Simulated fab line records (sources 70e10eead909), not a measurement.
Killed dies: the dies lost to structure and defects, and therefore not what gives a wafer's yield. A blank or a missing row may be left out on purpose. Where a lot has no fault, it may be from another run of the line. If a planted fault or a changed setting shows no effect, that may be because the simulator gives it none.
Chamber matching + flow nand_harc + NHARC_P_M0_DESCUM_14 on rie_diel-08 has 4 sister chambers
The step chemistry O2, time 3 s. 18 wafers are shown with their chamber, then 9 later ones without.

## WAFERS WITH THEIR CHAMBER
| wafer  | chamber | showerhead_plenum_p_Torr (Torr) | drypump_motor_current_A (A) | throttle_valve_pct (%) |
|--------|---------|---------------------------------|-----------------------------|------------------------|
| L456.4 | 2       | 1.89                            | 6.0                         | 11.336                 |
| L456.5 | 2       | 1.90                            | 6.0                         | 11.309                 |
| L456.6 | 1       | 1.87                            | 5.8                         | 11.315                 |
| L457.1 | 3       | 1.86                            | 6.2                         | 11.317                 |
| L457.2 | 1       | 1.87                            | 5.9                         | 11.300                 |
| L457.3 | 2       | 1.89                            | 6.0                         | 11.315                 |
| L458.1 | 0       | 1.88                            | 5.9                         | 11.310                 |
| L458.2 | 2       | 1.89                            | 6.0                         | 11.312                 |
| L458.4 | 3       | 1.86                            | 6.1                         | 11.307                 |
| L461.1 | 3       | 1.86                            | 6.2                         | 11.318                 |
| L461.3 | 0       | 1.88                            | 5.9                         | 11.311                 |
| L461.5 | 3       | 1.86                            | 6.1                         | 11.313                 |
| L463.2 | 3       | 1.86                            | 6.1                         | 11.309                 |
| L463.3 | 1       | 1.87                            | 5.9                         | 11.307                 |
| L463.4 | 0       | 1.87                            | 5.8                         | 11.309                 |
| L465.1 | 3       | 1.86                            | 6.2                         | 11.298                 |
| L465.2 | 2       | 1.89                            | 6.0                         | 11.316                 |
| L465.4 | 1       | 1.87                            | 5.9                         | 11.307                 |

SIGNATURES, as means of the wafers listed above
| reading                  | chamber 0 | chamber 1 | chamber 2 | chamber 3 | scatter within a chamber |
|--------------------------|-----------|-----------|-----------|-----------|--------------------------|
| showerhead_plenum_p_Torr | 1.8767    | 1.8700    | 1.8920    | 1.8600    | 0.00324                  |
| drypump_motor_current_A  | 5.867     | 5.875     | 6.000     | 6.150     | 0.0456                   |
| throttle_valve_pct       | 11.31000  | 11.30725  | 11.31760  | 11.31033  | 0.00776                  |
Rule: a wafer lies at a distance from a chamber equal to the root of the sum of squares, over the readings, of (its reading less the chamber's mean, divided by the reading's scatter). If the next closest chamber is less than 2 further off than the closest, the wafer can't be placed; otherwise it belongs to the closest. The scatter: the root of (the sum of the squares of (reading less its chamber's mean) over the shown wafers, divided by (wafers less chambers)).

## WAFERS WITHOUT THEIR CHAMBER
| wafer  | showerhead_plenum_p_Torr (Torr) | drypump_motor_current_A (A) | throttle_valve_pct (%) |
|--------|---------------------------------|-----------------------------|------------------------|
| L466.1 | 1.89                            | 6.0                         | 11.313                 |
| L466.2 | 1.86                            | 6.2                         | 11.304                 |
| L466.5 | 1.86                            | 6.2                         | 11.308                 |
| L473.2 | 1.85                            | 6.2                         | 11.297                 |
| L473.3 | 1.87                            | 5.9                         | 11.301                 |
| L473.4 | 1.89                            | 6.0                         | 11.311                 |
| L475.1 | 1.85                            | 6.2                         | 11.317                 |
| L475.3 | 1.87                            | 5.9                         | 11.327                 |
| L475.6 | 1.86                            | 5.8                         | 11.305                 |

## WHICH CHAMBER EACH WENT THROUGH
| wafer  | from the rows above     | in truth |
|--------|-------------------------|----------|
| L466.1 | 2                       | 2        |
| L466.2 | 3                       | 3        |
| L466.5 | 3                       | 3        |
| L473.2 | 3                       | 3        |
| L473.3 | can't be placed: 1 or 0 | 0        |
| L473.4 | 2                       | 2        |
| L475.1 | 3                       | 3        |
| L475.3 | can't be placed: 1 or 0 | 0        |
| L475.6 | can't be placed: 1 or 0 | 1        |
Correctly placed: 6 of 9. From these rows, 3 cannot be placed; in 3 the true chamber is one of the candidates. Wrongly placed: 0.
